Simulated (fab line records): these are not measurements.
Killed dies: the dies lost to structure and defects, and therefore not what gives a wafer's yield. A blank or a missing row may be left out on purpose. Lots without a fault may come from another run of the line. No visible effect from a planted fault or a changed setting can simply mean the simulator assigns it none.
fab line records	flow nandHarc
record: lots: 24	wafers: 72	lastDay: 33
route steps=1302 shown P_ZERO_WELL@17 P_CONTACT@244 P_M1@295 P_M2@348 P_BONDPAD@369
lots that met no fault: from a run of the same line without faults
startH: the number of hours between the record's first day and the start of the first shown wafer of the lot	waitH: hours since the lot's step before	" repeats the value in the row above	L1.1+2: a single row standing in for several wafers	- no value present, or no start provided	* or withheld: withheld	< > ~ a bound
route shown NAME@n: NAME is a module with steps in the file, n the number in the route of the first one	usual: mean/standard deviation taken from wafers without a fault	same: alike in all rows	chamber/n: place in a boat	sites: readings site by site	_std_site: the values' standard deviation	_edge_site: mean of outer sites minus mean of inner sites	radiusMm: for every site, how far away it sits from the centre of the wafer	mask NAME#n: copy n	behind: the tool/chamber that last shaped the wafer	hold: why the lot was held/for how many hours/how that ended	device: the n, p or np transistor that did not switch	end of line: at the end of the route, the tests of the same wafers	step lacking rows: just its recipe	killed: not the wafer's yield, but the dies lost to structure and defects at the first sort	map: shows each die of a wafer: x if killed, . if not, _ if none is there
set.NAME: the setting that was run; set.NAME@STEP: the one run at that earlier step	model.NAME: the simulator's own value behind a step, which no gauge read
one table for each step of the route and one row for each wafer, over a sample of lots
services: from which hour (startH, from the record's first day; less than 0 if before it) a tool's chamber was out of use, for how many hours, and why
== steps ==
step: NHARC_P_ZERO_WELL_ETCH_65
recipe: targetDepthA: 800	overetchA: 240	timeS: 87.88	ionEnergyEv: 200	n2FlowSccm: 150	h2FlowSccm: 150	arFlowSccm: 0	rfW: 400	biasW: 150	chemistry: N2/H2
usual: drypumpMotorCurrentA: 5.8/0.44	oesProductAu: 0.994/0.01	rfVppV: 429.6/2.9	showerheadPlenumPTorr: 2.00/0.096	throttleValvePct: 14.170/0.0091
lot.wafer	tool	chamber	startH	waitH	drypumpMotorCurrentA	oesProductAu	rfHoursCounterH	rfVppV	showerheadPlenumPTorr	throttleValvePct
L074.4	rieDiel-06	2	21.48	0.1	5.3	0.993	13	426.8	1.91	14.176
L074.1	"	3	"	"	6.0	0.991	17	431.6	2.14	14.168
L074.6	"	3	"	"	6.1	0.990	-	434.4	2.14	14.171
L075.2	rieDiel-04	0	31.53	0.1	5.7	0.996	8	430.4	2.03	14.157
L075.1	"	2	"	"	5.9	0.994	7	427.4	1.92	14.166
L075.5	"	0	"	"	5.7	0.986	-	430.4	2.03	14.171
L076.3	rieDiel-06	1	41.38	0.1	6.8	0.971	27	426.3	1.89	14.180
L076.2	"	3	"	"	6.0	0.979	24	434.6	2.14	14.146
L076.1	"	0	"	"	5.7	1.001	21	433.9	2.15	14.181
L077.2	rieDiel-01	1	51.59	0.1	6.4	0.967	6	432.6	2.14	14.165
L077.1	"	2	"	"	5.7	0.999	5	430.1	1.99	14.152
L077.5	"	1	"	"	6.4	0.969	-	433.7	2.14	14.172
L078.2	rieDiel-04	0	61.62	0.2	5.7	0.988	19	429.4	2.03	14.159
L078.6	"	3	"	"	6.2	0.997	-	426.7	1.92	14.175
L078.5	"	0	"	"	5.7	0.990	-	430.0	2.03	14.169
L079.1	rieDiel-01	2	72.37	1.1	5.7	1.011	12	431.0	1.99	14.180
L079.6	"	3	"	"	5.2	1.006	-	428.7	1.96	14.165
L079.5	"	0	"	"	5.1	1.006	-	430.0	2.05	14.165
L080.4	rieDiel-04	1	81.35	0.1	5.7	1.002	23	427.8	1.94	14.184
L080.3	"	0	"	"	5.7	0.997	27	432.0	2.02	14.180
L080.6	"	1	"	"	5.7	0.996	-	427.5	1.94	14.170
L081.3	rieDiel-04	1	91.48	0.1	5.7	0.991	25	427.7	1.94	14.175
L081.2	"	3	"	"	6.2	0.997	27	428.1	1.92	14.164
L081.6	"	1	"	"	5.7	0.994	-	429.3	1.94	14.174
L082.1	rieDiel-06	3	101.36	0.1	6.1	0.973	43	433.0	2.13	14.166
L082.2	"	1	"	"	6.8	0.981	43	424.4	1.88	14.164
L082.6	"	0	"	"	5.8	0.990	-	433.4	2.14	14.186
L083.1	rieDiel-04	2	111.49	0.1	5.9	0.988	27	425.4	1.91	14.165
L083.2	"	3	"	"	6.2	0.992	35	427.5	1.91	14.163
L083.6	"	1	"	"	5.7	0.990	-	426.4	1.94	14.157
L084.3	rieDiel-04	0	121.49	0.1	5.7	1.008	41	428.6	2.02	14.183
L084.4	"	1	"	"	5.7	0.985	34	429.0	1.94	14.182
L084.5	"	3	"	"	6.2	1.001	-	425.6	1.91	14.169
L085.4	rieDiel-04	1	131.48	0.1	5.7	0.982	36	427.0	1.94	14.172
L085.2	"	2	"	"	5.9	0.994	35	427.3	1.91	14.162
L085.6	"	2	"	"	5.9	1.002	-	427.3	1.91	14.172
L086.4	rieDiel-04	1	141.51	0.1	5.7	0.997	40	428.6	1.94	14.168
L086.3	"	3	"	"	6.2	1.008	48	427.3	1.91	14.166
L086.6	"	1	"	"	5.7	0.988	-	428.9	1.94	14.186
L087.4	rieDiel-04	0	151.36	0.1	5.7	0.996	48	430.6	2.02	14.193
L087.1	"	1	"	"	5.7	0.994	42	428.1	1.94	14.181
L087.3	"	2	"	"	5.9	0.992	43	426.7	1.91	14.153
L088.1	rieDiel-04	0	161.35	0.1	5.7	1.000	49	430.9	2.02	14.177
L088.3	"	1	"	"	5.7	0.988	43	427.8	1.94	14.171
L088.4	"	2	"	"	5.9	1.002	45	427.8	1.90	14.164
L089.3	rieDiel-04	2	171.52	0.1	5.9	1.003	51	426.7	1.90	14.171
L089.1	"	1	"	"	5.7	0.989	49	427.7	1.94	14.146
L089.4	"	0	"	"	5.7	1.011	-	428.8	2.01	14.174
L090.3	rieDiel-01	2	181.47	0.1	5.7	1.009	48	429.0	1.98	14.167
L090.4	"	3	"	"	5.2	1.000	50	428.4	1.95	14.167
L090.1	"	0	"	"	5.0	1.000	51	431.9	2.04	14.161
L091.3	rieDiel-06	2	191.37	0.1	5.2	0.974	17	427.1	1.90	14.169
L091.6	"	2	"	"	5.3	0.980	-	427.8	1.90	14.182
L091.5	"	1	"	"	6.8	0.993	-	434.7	2.21	14.163
L092.2	rieDiel-06	3	201.50	0.1	6.0	0.987	21	433.3	2.12	14.163
L092.1	"	0	"	"	5.7	0.987	19	433.6	2.13	14.156
L092.5	"	3	"	"	6.0	0.992	-	432.8	2.12	14.168
L093.4	rieDiel-06	2	211.40	0.1	5.2	0.995	25	425.4	1.89	14.179
L093.1	"	3	"	"	6.0	0.996	27	433.4	2.12	14.185
L093.6	"	1	"	"	6.8	0.996	-	435.1	2.21	14.162
L094.1	rieDiel-06	2	221.51	0.1	5.3	0.995	29	425.4	1.89	14.171
L094.2	"	0	"	"	5.8	0.998	28	434.4	2.13	14.173
L094.5	"	2	"	"	5.3	0.998	-	426.9	1.89	14.169
L095.4	rieDiel-01	3	231.51	0.2	5.2	0.996	5	427.2	1.95	14.169
L095.1	"	1	"	"	6.4	0.996	5	434.2	2.12	14.163
L095.5	"	3	"	"	5.2	0.982	-	428.4	1.95	14.169
L096.4	rieDiel-01	0	241.48	0.1	5.1	0.994	8	431.5	2.03	14.177
L096.2	"	2	"	"	5.7	1.013	8	429.1	1.97	14.154
L096.3	"	3	"	"	5.2	0.992	8	427.9	1.94	14.180
L097.3	rieDiel-06	1	251.37	0.1	6.8	1.004	39	436.3	2.20	14.163
L097.1	"	2	"	"	5.2	0.991	37	426.1	1.89	14.174
L097.6	"	0	"	"	5.8	0.995	-	432.0	2.13	14.175
step: NHARC_P_CONTACT_DEGAS_38
recipe: tempC: 300	timeS: 60
usual: heaterPowerW: 451/36
lot.wafer	tool	chamber	startH	waitH	heaterPowerW
L074.1	pvdSputter-02	-	129.20	-	437
L074.4	"	-	"	"	501
L074.6	"	-	"	"	464
L075.1	pvdSputter-03	-	130.07	-	474
L075.2	"	-	"	"	410
L075.5	"	-	"	"	443
L076.1	pvdSputter-02	-	148.42	-	433
L076.2	"	-	"	"	468
L076.3	"	-	"	"	498
L078.2	pvdSputter-03	-	161.72	-	521
L078.6	"	-	"	"	403
L078.5	"	-	"	"	443
L077.2	pvdSputter-01	-	161.87	-	440
L077.1	"	-	"	"	529
L077.5	"	-	"	"	441
L079.1	pvdSputter-02	-	174.58	-	491
L079.6	"	-	"	"	467
L079.5	"	-	"	"	510
L081.2	pvdSputter-01	-	187.28	-	531
L081.3	"	-	"	"	448
L081.6	"	-	"	"	419
L080.3	pvdSputter-01	-	190.10	-	435
L080.4	"	-	"	"	437
L080.6	"	-	"	"	431
L082.1	pvdSputter-02	-	203.35	-	419
L082.2	"	-	"	"	518
L082.6	"	-	"	"	429
L083.2	pvdSputter-01	-	209.56	-	441
L083.1	"	-	"	"	448
L083.6	"	-	"	"	434
L084.4	pvdSputter-03	-	227.92	-	505
L084.3	"	-	"	"	402
L084.5	"	-	"	"	505
L085.4	pvdSputter-03	-	234.57	-	418
L085.2	"	-	"	"	390
L085.6	"	-	"	"	429
L086.4	pvdSputter-02	-	235.00	-	424
L086.3	"	-	"	"	456
L086.6	"	-	"	"	461
L087.1	pvdSputter-03	-	261.09	-	514
L087.4	"	-	"	"	398
L087.3	"	-	"	"	411
L088.4	pvdSputter-01	-	262.12	-	435
L088.3	"	-	"	"	448
L088.1	"	-	"	"	418
L089.3	pvdSputter-03	-	266.25	-	432
L089.4	"	-	"	"	405
L089.1	"	-	"	"	435
L090.4	pvdSputter-03	-	282.46	-	414
L090.3	"	-	"	"	443
L090.1	"	-	"	"	399
L091.3	pvdSputter-01	-	292.37	-	441
L091.6	"	-	"	"	422
L091.5	"	-	"	"	431
L092.2	pvdSputter-03	-	313.14	-	384
L092.1	"	-	"	"	500
L092.5	"	-	"	"	425
L093.1	pvdSputter-01	-	317.27	-	440
L093.4	"	-	"	"	535
L093.6	"	-	"	"	439
L094.2	pvdSputter-03	-	320.90	-	394
L094.1	"	-	"	"	417
L094.5	"	-	"	"	429
L095.1	pvdSputter-01	-	335.96	-	437
L095.4	"	-	"	"	426
L095.5	"	-	"	"	448
L096.3	pvdSputter-01	-	340.42	-	439
L096.2	"	-	"	"	455
L096.4	"	-	"	"	520
L097.1	pvdSputter-02	-	344.97	-	460
L097.3	"	-	"	"	451
L097.6	"	-	"	"	458
step: NHARC_P_M1_CD_MEAS_09
recipe: targetCdNm: 130	landingEnergyEv: 500
usual: cdNm: 129.9/0.66
lot.wafer	tool	chamber	startH	waitH	cdNm
L074.1	cdSem-01	0	135.53	-	129.3
L074.4	"	0	"	"	130.1
L074.6	"	0	"	"	130.0
L075.1	cdSem-03	0	136.79	-	130.8
L075.2	"	0	"	"	129.5
L075.5	"	0	"	"	130.5
L076.1	cdSem-03	0	155.17	-	129.2
L076.2	"	0	"	"	130.3
L076.3	"	0	"	"	128.8
L078.2	cdSem-03	0	168.15	-	130.3
L078.5	"	0	"	"	129.6
L078.6	"	0	"	"	130.0
L077.1	cdSem-01	0	168.46	-	130.1
L077.2	"	0	"	"	128.8
L077.5	"	0	"	"	129.8
L079.1	cdSem-02	0	181.00	-	130.8
L079.5	"	0	"	"	129.2
L079.6	"	0	"	"	130.8
L081.2	cdSem-01	0	194.28	-	129.2
L081.3	"	0	"	"	129.7
L081.6	"	0	"	"	130.2
L080.3	cdSem-02	0	196.40	-	130.9
L080.4	"	0	"	"	130.8
L080.6	"	0	"	"	130.5
L082.1	cdSem-02	0	209.80	-	129.9
L082.2	"	0	"	"	129.0
L082.6	"	0	"	"	129.0
L083.1	cdSem-02	0	216.68	-	131.1
L083.2	"	0	"	"	129.4
L083.6	"	0	"	"	129.7
L084.3	cdSem-02	0	234.60	-	130.6
L084.4	"	0	"	"	128.9
L084.5	"	0	"	"	129.7
L085.2	cdSem-01	0	240.94	-	129.9
L085.4	"	0	"	"	129.1
L085.6	"	0	"	"	128.8
L086.3	cdSem-01	0	241.52	-	129.2
L086.4	"	0	"	"	129.1
L086.6	"	0	"	"	128.8
L087.1	cdSem-03	0	267.63	-	129.9
L087.3	"	0	"	"	129.8
L087.4	"	0	"	"	129.5
L088.1	cdSem-03	0	268.56	-	130.4
L088.3	"	0	"	"	130.1
L088.4	"	0	"	"	129.7
L089.1	cdSem-01	0	273.02	-	130.4
L089.3	"	0	"	"	131.3
L089.4	"	0	"	"	129.2
L090.1	cdSem-01	0	288.64	-	129.4
L090.3	"	0	"	"	129.9
L090.4	"	0	"	"	129.8
L091.3	cdSem-03	0	298.64	-	129.9
L091.5	"	0	"	"	129.8
L091.6	"	0	"	"	130.6
L092.1	cdSem-01	0	319.61	-	129.5
L092.2	"	0	"	"	129.3
L092.5	"	0	"	"	130.9
L093.1	cdSem-03	0	323.85	-	130.2
L093.4	"	0	"	"	130.3
L093.6	"	0	"	"	129.6
L094.1	cdSem-01	0	327.39	-	130.7
L094.2	"	0	"	"	130.8
L094.5	"	0	"	"	129.7
L095.1	cdSem-03	0	342.51	-	128.6
L095.4	"	0	"	"	130.5
L095.5	"	0	"	"	129.1
L096.2	cdSem-01	0	347.13	-	129.4
L096.3	"	0	"	"	129.8
L096.4	"	0	"	"	129.5
L097.1	cdSem-01	0	351.41	-	130.3
L097.3	"	0	"	"	130.9
L097.6	"	0	"	"	129.9
step: NHARC_P_M1_THK_MEAS_24
recipe: thkMeasGauge: xrf
usual: thkNm: 158.0/1.6
lot.wafer	tool	chamber	startH	waitH	thkNm
L074.1	filmMetro-02	-	138.14	-	158.8
L074.4	"	-	"	"	158.5
L074.6	"	-	"	"	160.4
L075.1	filmMetro-01	-	139.85	-	156.8
L075.2	"	-	"	"	159.9
L075.5	"	-	"	"	154.9
L076.1	filmMetro-02	-	157.76	-	159.1
L076.2	"	-	"	"	160.4
L076.3	"	-	"	"	159.4
L078.2	filmMetro-02	-	170.75	-	158.0
L078.5	"	-	"	"	158.8
L078.6	"	-	"	"	156.7
L077.1	filmMetro-02	-	171.55	-	156.6
L077.2	"	-	"	"	153.3
L077.5	"	-	"	"	155.1
L079.1	filmMetro-02	-	183.67	-	159.5
L079.5	"	-	"	"	160.5
L079.6	"	-	"	"	160.7
L081.2	filmMetro-01	-	196.87	-	158.1
L081.3	"	-	"	"	160.6
L081.6	"	-	"	"	158.8
L080.3	filmMetro-02	-	199.06	-	157.0
L080.4	"	-	"	"	156.1
L080.6	"	-	"	"	155.4
L082.1	filmMetro-02	-	212.39	-	159.9
L082.2	"	-	"	"	157.9
L082.6	"	-	"	"	157.7
L083.1	filmMetro-02	-	219.31	-	157.5
L083.2	"	-	"	"	158.5
L083.6	"	-	"	"	159.4
L084.3	filmMetro-01	-	237.21	-	159.4
L084.4	"	-	"	"	157.3
L084.5	"	-	"	"	158.1
L085.2	filmMetro-01	-	243.55	-	157.6
L085.4	"	-	"	"	156.4
L085.6	"	-	"	"	156.7
L086.3	filmMetro-01	-	244.16	-	157.4
L086.4	"	-	"	"	157.6
L086.6	"	-	"	"	156.6
L087.1	filmMetro-01	-	270.22	-	158.7
L087.3	"	-	"	"	158.4
L087.4	"	-	"	"	159.0
L088.1	filmMetro-02	-	271.36	-	158.0
L088.3	"	-	"	"	156.9
L088.4	"	-	"	"	157.7
L089.1	filmMetro-01	-	275.92	-	156.1
L089.3	"	-	"	"	158.1
L089.4	"	-	"	"	161.0
L090.1	filmMetro-02	-	291.25	-	156.6
L090.3	"	-	"	"	160.2
L090.4	"	-	"	"	155.9
L091.3	filmMetro-01	-	301.24	-	160.6
L091.5	"	-	"	"	159.9
L091.6	"	-	"	"	155.4
L092.1	filmMetro-02	-	322.22	-	160.0
L092.2	"	-	"	"	160.1
L092.5	"	-	"	"	157.6
L093.1	filmMetro-02	-	326.45	-	158.3
L093.4	"	-	"	"	157.2
L093.6	"	-	"	"	159.2
L094.1	filmMetro-02	-	329.99	-	154.3
L094.2	"	-	"	"	158.3
L094.5	"	-	"	"	159.0
L095.1	filmMetro-01	-	345.11	-	158.4
L095.4	"	-	"	"	158.4
L095.5	"	-	"	"	160.1
L096.2	filmMetro-02	-	349.84	-	156.7
L096.3	"	-	"	"	157.1
L096.4	"	-	"	"	159.4
L097.1	filmMetro-02	-	354.11	-	157.4
L097.3	"	-	"	"	158.3
L097.6	"	-	"	"	157.6
step: NHARC_P_M2_INSPECT_27
usual: rawDefectCount: 337/120
lot.wafer	tool	chamber	startH	waitH	rawDefectCount
L074.1	defectInspect-02	-	142.54	0.0	404
L074.4	"	-	"	"	509
L074.6	"	-	"	"	283
L075.1	defectInspect-01	-	144.01	0.0	352
L075.2	"	-	"	"	317
L075.5	"	-	"	"	268
L076.1	defectInspect-02	-	162.07	0.0	359
L076.2	"	-	"	"	391
L076.3	"	-	"	"	260
L078.2	defectInspect-01	-	175.09	0.0	258
L078.5	"	-	"	"	310
L078.6	"	-	"	"	229
L077.1	defectInspect-02	-	175.75	0.0	480
L077.2	"	-	"	"	565
L077.5	"	-	"	"	400
L079.1	defectInspect-02	-	188.05	0.0	298
L079.5	"	-	"	"	266
L079.6	"	-	"	"	444
L081.2	defectInspect-02	-	201.22	0.0	249
L081.3	"	-	"	"	175
L081.6	"	-	"	"	234
L080.3	defectInspect-02	-	203.47	0.0	271
L080.4	"	-	"	"	285
L080.6	"	-	"	"	338
L082.1	defectInspect-01	-	217.14	0.0	367
L082.2	"	-	"	"	307
L082.6	"	-	"	"	310
L083.1	defectInspect-02	-	223.66	0.0	178
L083.2	"	-	"	"	174
L083.6	"	-	"	"	320
L084.3	defectInspect-01	-	241.51	0.0	274
L084.4	"	-	"	"	522
L084.5	"	-	"	"	240
L085.2	defectInspect-02	-	247.88	0.0	484
L085.4	"	-	"	"	482
L085.6	"	-	"	"	497
L086.3	defectInspect-02	-	248.51	0.0	194
L086.4	"	-	"	"	234
L086.6	"	-	"	"	172
L087.1	defectInspect-01	-	274.72	0.0	324
L087.3	"	-	"	"	362
L087.4	"	-	"	"	562
L088.1	defectInspect-02	-	275.81	0.0	310
L088.3	"	-	"	"	168
L088.4	"	-	"	"	367
L089.1	defectInspect-01	-	280.25	0.0	286
L089.3	"	-	"	"	513
L089.4	"	-	"	"	267
L090.1	defectInspect-02	-	295.52	0.0	369
L090.3	"	-	"	"	272
L090.4	"	-	"	"	333
L091.3	defectInspect-02	-	305.60	0.0	683
L091.5	"	-	"	"	403
L091.6	"	-	"	"	369
L092.1	defectInspect-01	-	326.63	0.0	170
L092.2	"	-	"	"	514
L092.5	"	-	"	"	211
L093.1	defectInspect-01	-	330.78	0.0	394
L093.4	"	-	"	"	257
L093.6	"	-	"	"	339
L094.1	defectInspect-01	-	334.30	0.0	201
L094.2	"	-	"	"	260
L094.5	"	-	"	"	285
L095.1	defectInspect-01	-	349.58	0.0	576
L095.4	"	-	"	"	611
L095.5	"	-	"	"	616
L096.2	defectInspect-02	-	354.02	0.0	167
L096.3	"	-	"	"	247
L096.4	"	-	"	"	217
L097.1	defectInspect-01	-	358.30	0.0	406
L097.3	"	-	"	"	267
L097.6	"	-	"	"	427
step: NHARC_P_BONDPAD_ETCH_12
recipe: targetDepthA: 2000	timeS: 100	chf3FlowSccm: 50	o2FlowSccm: 10	arFlowSccm: 200	rfW: 500	biasW: 200	chemistry: CHF3/O2
usual: drypumpMotorCurrentA: 5.8/0.36	oesProductAu: 0.943/0.026	rfVppV: 371.0/2.7	showerheadPlenumPTorr: 2.43/0.12	throttleValvePct: 20.572/0.0085
lot.wafer	tool	chamber	startH	waitH	drypumpMotorCurrentA	oesProductAu	rfHoursCounterH	rfVppV	showerheadPlenumPTorr	throttleValvePct
L074.1	rieDiel-05	0	-	-	6.6	0.931	5.1	366.9	2.31	20.568
L074.4	"	1	"	"	5.2	0.905	5.3	373.7	2.52	20.588
L074.6	"	3	"	"	6.4	0.922	-	369.7	2.33	20.586
L075.1	rieDiel-11	1	-	-	6.0	0.921	1.7	371.1	2.39	20.567
L075.2	"	2	"	"	5.9	0.918	1.7	367.1	2.25	20.584
L075.5	"	3	"	"	6.3	0.911	-	374.3	2.57	20.563
L076.2	rieDiel-11	2	-	-	5.9	0.904	2.1	367.7	2.25	20.581
L076.1	"	3	"	"	6.3	0.912	2.3	373.3	2.57	20.571
L076.3	"	1	"	"	6.0	0.920	2.1	369.4	2.39	20.579
L078.2	rieDiel-05	3	-	-	6.4	0.936	6.3	367.4	2.33	20.573
L078.6	"	2	"	"	5.7	0.930	-	372.4	2.48	20.563
L078.5	"	3	"	"	6.4	0.927	-	368.1	2.33	20.569
L077.1	rieDiel-08	3	-	-	5.8	0.967	8.6	372.9	2.53	20.576
L077.2	"	0	"	"	5.6	0.979	7.5	371.6	2.40	20.581
L077.5	"	0	"	"	5.5	0.973	-	369.6	2.40	20.574
L079.1	rieDiel-11	0	-	-	5.4	0.919	3.2	373.5	2.57	20.576
L079.5	"	3	"	"	6.3	0.919	-	374.4	2.57	20.574
L079.6	"	0	"	"	5.4	0.932	-	375.6	2.57	20.578
L081.2	rieDiel-08	0	-	-	5.5	0.975	0.4	371.3	2.40	20.575
L081.3	"	2	"	"	6.0	0.957	0.3	371.0	2.41	20.575
L081.6	"	0	"	"	5.5	0.976	-	369.6	2.40	20.565
L080.3	rieDiel-08	3	-	-	5.9	1.006	0.4	371.6	2.53	20.567
L080.4	"	0	"	"	5.6	1.004	0.5	370.8	2.40	20.567
L080.6	"	3	"	"	5.9	1.016	-	371.5	2.53	20.581
L082.1	rieDiel-11	2	-	-	5.9	0.921	3.0	367.3	2.25	20.569
L082.2	"	0	"	"	5.4	0.928	3.7	375.2	2.57	20.579
L082.6	"	2	"	"	5.9	0.923	-	368.0	2.25	20.567
L083.2	rieDiel-11	1	-	-	6.0	0.962	3.4	369.7	2.39	20.564
L083.1	"	2	"	"	5.9	0.964	3.2	366.4	2.25	20.587
L083.6	"	0	"	"	5.4	0.978	-	373.1	2.57	20.572
L084.4	rieDiel-08	1	-	-	5.3	0.962	1.6	367.7	2.30	20.561
L084.3	"	0	"	"	5.5	0.987	1.8	371.0	2.40	20.568
L084.5	"	2	"	"	6.0	0.944	-	369.3	2.40	20.569
L085.2	rieDiel-08	0	-	-	5.5	0.951	2.0	370.2	2.40	20.579
L085.4	"	1	"	"	5.4	0.919	1.8	369.0	2.30	20.560
L085.6	"	3	"	"	5.9	0.935	-	373.3	2.52	20.577
L086.3	rieDiel-08	3	-	-	5.8	0.934	2.0	373.2	2.52	20.569
L086.4	"	2	"	"	6.0	0.892	1.7	372.2	2.40	20.573
L086.6	"	3	"	"	5.9	0.932	-	371.9	2.53	20.563
L087.1	rieDiel-11	3	-	-	6.3	0.952	0.4	371.7	2.57	20.571
L087.3	"	0	"	"	5.4	0.979	0.6	375.7	2.57	20.565
L087.4	"	3	"	"	6.3	0.947	-	374.1	2.57	20.578
L088.3	rieDiel-11	0	-	-	5.4	0.973	0.7	372.0	2.57	20.561
L088.1	"	2	"	"	5.9	0.959	0.6	368.6	2.25	20.569
L088.4	"	3	"	"	6.3	0.948	-	373.9	2.57	20.578
L089.4	rieDiel-05	3	-	-	6.4	0.924	1.6	370.1	2.33	20.572
L089.3	"	0	"	"	6.5	0.913	1.7	367.4	2.30	20.568
L089.1	"	2	"	"	5.7	0.911	1.3	370.9	2.48	20.581
L090.3	rieDiel-11	0	-	-	5.4	0.960	0.9	375.2	2.57	20.572
L090.1	"	2	"	"	5.9	0.928	0.8	368.8	2.25	20.569
L090.4	"	3	"	"	6.3	0.937	-	375.1	2.57	20.590
L091.3	rieDiel-08	1	-	-	5.3	0.921	4.3	367.7	2.30	20.566
L091.5	"	3	"	"	5.8	0.946	-	373.8	2.52	20.570
L091.6	"	0	"	"	5.6	0.940	-	368.7	2.40	20.561
L092.1	rieDiel-11	0	-	-	5.4	0.961	2.4	374.5	2.57	20.586
L092.2	"	2	"	"	5.9	0.948	2.2	366.2	2.25	20.574
L092.5	"	3	"	"	6.3	0.947	-	373.7	2.57	20.578
L093.1	rieDiel-11	3	-	-	6.3	0.948	2.3	373.5	2.57	20.570
L093.4	"	3	"	"	6.2	0.957	-	374.1	2.57	20.586
L093.6	"	2	"	"	5.9	0.950	-	367.8	2.25	20.567
L094.2	rieDiel-11	0	-	-	5.4	0.959	3.0	373.9	2.57	20.577
L094.1	"	2	"	"	5.9	0.952	2.9	367.4	2.25	20.547
L094.5	"	2	"	"	5.9	0.952	-	367.3	2.25	20.561
L095.4	rieDiel-08	1	-	-	5.3	0.912	6.0	366.7	2.30	20.569
L095.1	"	0	"	"	5.5	0.947	6.2	370.3	2.40	20.562
L095.5	"	1	"	"	5.3	0.916	-	368.7	2.30	20.577
L096.2	rieDiel-11	0	-	-	5.4	0.969	3.8	373.5	2.57	20.577
L096.3	"	1	"	"	6.0	0.988	0.8	370.3	2.39	20.577
L096.4	"	3	"	"	6.3	0.970	3.6	373.3	2.57	20.569
L097.3	rieDiel-08	1	-	-	5.3	0.907	6.8	367.4	2.30	20.569
L097.1	"	3	"	"	5.9	0.941	6.2	372.8	2.52	20.562
L097.6	"	1	"	"	5.3	0.910	-	368.5	2.30	20.577
== services ==
tool	chamber	startH	hours	kind
rieDiel-04	0	-0.73	7.3	repair
rieDiel-04	-	0.90	9.0	pm
rieDiel-04	1	19.55	3.7	repair
rieDiel-11	-	57.27	0.2	repair
rieDiel-11	-	78.50	9.0	pm
rieDiel-04	2	94.87	7.6	repair
rieDiel-04	1	97.44	10.4	repair
rieDiel-11	3	154.31	3.9	repair
rieDiel-04	3	167.28	10.8	repair
rieDiel-04	-	179.61	9.0	pm
rieDiel-11	-	184.03	0.4	repair
rieDiel-11	1	195.19	2.9	repair
rieDiel-04	-	196.15	0.7	repair
rieDiel-11	3	216.18	19.4	repair
rieDiel-11	3	246.59	3.3	repair
rieDiel-11	0	250.05	1.8	repair
rieDiel-11	2	250.64	8.3	repair
rieDiel-11	-	255.50	9.0	pm
rieDiel-11	-	275.27	0.2	repair
rieDiel-11	1	275.62	3.1	repair
rieDiel-11	1	296.34	50.4	repair
rieDiel-04	-	303.11	0.3	repair
rieDiel-11	2	324.99	2.7	repair
rieDiel-04	-	325.32	0.8	repair
== key ==
fault none
